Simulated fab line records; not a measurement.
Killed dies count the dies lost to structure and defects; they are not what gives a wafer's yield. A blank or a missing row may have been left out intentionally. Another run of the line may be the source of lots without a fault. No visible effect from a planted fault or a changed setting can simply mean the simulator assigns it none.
Split-lot trial | flow n5 finfet | 21 wafers read from 7 lots, route of 1938 steps

== ON THE SPLIT ==
At N5_SD_EPI_P_COAT_35 (time 60 s, resist thk 35 nm), the setting spin rpm was moved away from the recipe's 1500 rpm on 7 of the 21 wafers read, by -10.9% to +11.2%. The other wafers ran this setting at the recipe's value.

== FROM THE SPLIT TO THE READING: what the file shows between them, 4 steps ==
- N5_SD_EPI_P_PEB_07: peb time 60 s (also split here: peb time s)
- N5_SD_EPI_P_DEVELOP_08: develop time 30 s
- N5_SD_EPI_P_CD_MEAS_09: target cd 240 nm
- N5_SD_EPI_P_DESCUM_14: chemistry O2, time 7.9 s

== THE READING ==
CAR-ArF-block_of_SD_EPI_P_COAT_03.thk nm (the simulator's own value, which no gauge read), in nm, at N5_SD_EPI_P_ETCH_36 (etches SiARC in CF4, target depth 45.5 nm, time 75.8 s). The file does not state a usual value for it. Here, 14 wafers ran the recipe; their average is 110.9 nm with a standard deviation of 0.32 nm.

wafer  | tool, chamber at the split | spin rpm as run, rpm | against the recipe | CAR-ArF-block_of_SD_EPI_P_COAT_03.thk nm, nm | against lot-mates on the recipe
L075.1 | litho track-03, 0          | 1441                 | -3.9%              | 111                                          | no lot-mate on the recipe
L075.2 | litho track-03, 0          | 1441                 | -3.9%              | 111                                          | no lot-mate on the recipe
L075.6 | litho track-03, 0          | 1441                 | -3.9%              | 110.6                                        | no lot-mate on the recipe
L083.1 | litho track-02, 0          | 1500                 | recipe             | 110.8                                        | -
L083.3 | litho track-02, 0          | 1577                 | +5.1%              | 111.6                                        | +0.8
L083.5 | litho track-02, 0          | 1500                 | recipe             | 110.8                                        | -
L091.1 | litho track-04, 0          | 1500                 | recipe             | 111                                          | -
L091.2 | litho track-04, 0          | 1500                 | recipe             | 111                                          | -
L091.3 | litho track-04, 0          | 1336                 | -10.9%             | 109                                          | -2.0
L092.1 | litho track-02, 0          | 1668                 | +11.2%             | 113                                          | +1.7
L092.3 | litho track-02, 0          | 1500                 | recipe             | 111.2                                        | -
L092.4 | litho track-02, 0          | 1500                 | recipe             | 111.4                                        | -
L095.3 | litho track-04, 0          | 1500                 | recipe             | 111.4                                        | -
L095.4 | litho track-04, 0          | 1500                 | recipe             | 111.2                                        | -
L095.5 | litho track-04, 0          | 1500                 | recipe             | 111                                          | -
L096.1 | litho track-04, 0          | 1500                 | recipe             | 111                                          | -
L096.4 | litho track-04, 0          | 1500                 | recipe             | 110.6                                        | -
L096.5 | litho track-04, 0          | 1500                 | recipe             | 110.6                                        | -
L097.1 | litho track-03, 0          | 1427                 | -4.9%              | 109                                          | -1.4
L097.4 | litho track-03, 0          | 1500                 | recipe             | 110.4                                        | -
L097.6 | litho track-03, 0          | 1500                 | recipe             | 110.4                                        | -

THE FIT
A straight line over all 21 wafers: CAR-ArF-block_of_SD_EPI_P_COAT_03.thk nm changes by +0.17 nm for each +1% of spin rpm; r = +0.84; the points scatter about the line by 0.45 nm.
The same after taking each lot's own level away (the mean of its wafers on the recipe; 18 wafers): +0.176 nm for each +1%; r = +0.97; scatter 0.18 nm.
According to that fit, moving spin rpm by its largest amount changes the reading by 2 nm.
Measured against the standard deviation above, the lots' own levels, which go from 110.40 to 111.30 nm, span 2.8 times it.
Hence the lot-to-lot level has little effect on the slope; both slopes agree.
Check: with one of the wafers moved furthest among these (+11.2%) left out of the fit, the line predicts +2.11 nm for it against its lot-mates. It came out at +1.7 nm against them.

== OTHER SPLITS ON THESE WAFERS ==
These wafers also went through other splits before the reading. Each is held against what the fit with the lots' levels taken away leaves over:
other split on the same wafers                    | wafers away from the commonest value | r with CAR-ArF-block_of_SD_EPI_P_COAT_03.thk nm (lot level and that fit taken away)
N5_ZERO_LAYER_EXPOSE_08 dose mj                   | 8                                    | +0.09
N5_PMOS_HMC_CHANNEL_EPI_PEB_07 peb time s         | 6                                    | -0.17
N5_PMOS_HMC_CHANNEL_EPI_DEVELOP_08 develop time s | 6                                    | -0.09
N5_SD_EPI_P_PEB_07 peb time s                     | 8                                    | -0.36

== THE WHOLE CHAIN: every reading that the file lists as answering this split, in the file's order ==
step                | what it does                                           | reading                                                                                   | change (the file's fit)               | r (the file's)
N5_SD_EPI_P_COAT_35 | time 60 s, resist thk 35 nm                            | SiARC_of_SD_EPI_P_COAT_35.thk nm (the simulator's own value, which no gauge read)         | -0.171 nm for each +1% of the setting | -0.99
N5_SD_EPI_P_ETCH_36 | etches SiARC in CF4, target depth 45.5 nm, time 75.8 s | etch.depth nm (the simulator's own value, which no gauge read)                            | -0.171 nm for each +1% of the setting | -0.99
N5_SD_EPI_P_ETCH_36 | etches SiARC in CF4, target depth 45.5 nm, time 75.8 s | CAR-ArF-block_of_SD_EPI_P_COAT_03.thk nm (the simulator's own value, which no gauge read) | +0.176 nm for each +1% of the setting | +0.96

== FILE'S OWN FIT ==
CAR-ArF-block_of_SD_EPI_P_COAT_03.thk nm changes by +0.176 nm for each +1% of spin rpm, r = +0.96.
